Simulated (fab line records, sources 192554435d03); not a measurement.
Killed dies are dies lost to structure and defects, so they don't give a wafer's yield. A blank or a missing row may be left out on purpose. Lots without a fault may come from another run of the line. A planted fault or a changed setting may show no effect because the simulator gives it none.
A struck lot beside a sound one | flow n5_finfet | 15 steps out of a route of 1938
Sound: wafers L869.3, L869.5, L869.6. Struck: wafers L875.1, L875.3, L875.4. The cause comes at the end.
At each step with rows: each side's tool, then ch and its chambers, then its first start. Under that, the readings that differ: sound wafers | struck wafers | difference of the means | sigmas: that difference in standard deviations of wafers without a fault.
alike: readings whose means differ by less than 2 such deviations, and words and numbers that are the same on both sides. not compared: withheld readings, readings that some wafer has no value for, bounds like >300 that may hide the same value, and numbers for which the record gives no deviation and whose values overlap.
The two part at a step that has a row with sigmas, a row that says differs or no value, or rows on one side only. Numbers that don't overlap but have no deviation are shown without sigmas and don't part them. A reading that every wafer of one side lacks parts them only if that side has two wafers or more.

first, 1 step without rows for these wafers: N5_BEOL_M15_HARDBAKE_14 (time 120 s).
N5_BEOL_M15_CD_MEAS_10: target cd 360 nm.
  sound on cd_sem-01 ch 0, day 12 01:39; struck on cd_sem-02 ch 0, day 13 20:48
  alike: cd_nm
N5_BEOL_M15_OVL_MEAS_11:
  sound on overlay-01 ch 0, day 12 01:41; struck on overlay-02 ch 0, day 13 20:50
  alike: V14_OVL
N5_BEOL_M15_INSPECT_12: inspects for defects (macro).
  sound on defect_inspect-01, day 12 01:43; struck on defect_inspect-01, day 13 20:51
  alike: raw_defect_count
N5_BEOL_M15_DESCUM_15: chemistry O2, time 7.9 s.
  sound on rie_diel-05 ch 0,1,2, day 12 02:43; struck on rie_diel-02 ch 0,2,3, day 13 20:53
  alike: drypump_motor_current_A, oes_product_au, rf_vpp_V, showerhead_plenum_p_Torr, throttle_valve_pct
  not compared: rf_hours_counter_h
N5_BEOL_M15_ETCH_59: etches BARC in N2/H2, target depth 89 nm, overetch 26.7 nm, time 67.9 s.
  sound on rie_diel-05 ch 0,1,2, day 12 02:45; struck on rie_diel-02 ch 0,2,3, day 13 20:55
  alike: bias_w, drypump_motor_current_A, h2_flow_sccm, oes_product_au, rf_vpp_V, showerhead_plenum_p_Torr, throttle_valve_pct
  not compared: rf_hours_counter_h
N5_BEOL_M15_VIA_ETCH_16: etches SiO2 in C4F8/O2/Ar, target depth 1792.2 nm.
  sound on rie_diel-05 ch 0,1,2, day 12 02:48; struck on rie_diel-02 ch 0,2,3, day 13 20:59
  alike: bias_w, drypump_motor_current_A, mfc_ar_sccm, oes_product_au, rf_vpp_V, showerhead_plenum_p_Torr, throttle_valve_pct
then, 1 step without rows for these wafers: N5_BEOL_M15_STRIP_63 (strips in O2).
N5_BEOL_M15_STRIP_64: strips in O2.
  sound on rie_diel-05 ch 0,1,2; struck on rie_diel-02 ch 0,2,3
  alike: drypump_motor_current_A, oes_product_au, rf_vpp_V, showerhead_plenum_p_Torr, throttle_valve_pct
  not compared: rf_hours_counter_h
then, 2 steps without rows for these wafers: N5_BEOL_M15_STRIP_65 (strips in post etch residue remover, time 60 s); N5_BEOL_M15_SRD_66 (time 30 s, dry time 30 s).
N5_BEOL_M15_CD_MEAS_17: target cd 360 nm.
  sound on cd_sem-01, day 12 03:13; struck on cd_sem-03, day 13 21:23
  alike: cd_nm
N5_BEOL_M15_COAT_56: time 60 s, resist thk 550 nm.
  sound on litho_track-03 ch 0, day 12 03:16; struck on litho_track-03 ch 0, day 13 21:25
  reading                                   | sound                | struck               | difference | sigmas
  heater_power_total_W (W)                  | 498.0 501.6 500.4    | 438.6 439.4 437.1    | -61.6      | -34
  plate_temp_C (C)                          | 249.86 249.85 250.12 | 223.80 223.84 223.86 | -26.11     | -99 or more
  model.SOC_of_BEOL_M15_COAT_56.thk_nm (nm) | 552 550 549.6        | 562.8 560 560.4      | +10.5      |
N5_BEOL_M15_ETCH_57: etches SOC in N2/H2, time 750 s.
  sound on rie_diel-02 ch 0,1,3, day 12 03:20; struck on rie_diel-02 ch 0,1,3, day 13 21:32
  alike: bias_w, drypump_motor_current_A, h2_flow_sccm, oes_product_au, rf_vpp_V, showerhead_plenum_p_Torr, throttle_valve_pct
  not compared: rf_hours_counter_h
then, 1 step without rows for these wafers: N5_PASSIVATION_PROBE_49.

WHERE THEY PART
Only at N5_BEOL_M15_COAT_56, within this record. Later steps at which nothing parts them and some readings are alike: N5_BEOL_M15_ETCH_57.

WHY: what the simulator had put in
Process parameter drift: litho_track-03, from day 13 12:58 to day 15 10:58, at N5_BEOL_M15_COAT_56. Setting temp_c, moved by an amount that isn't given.
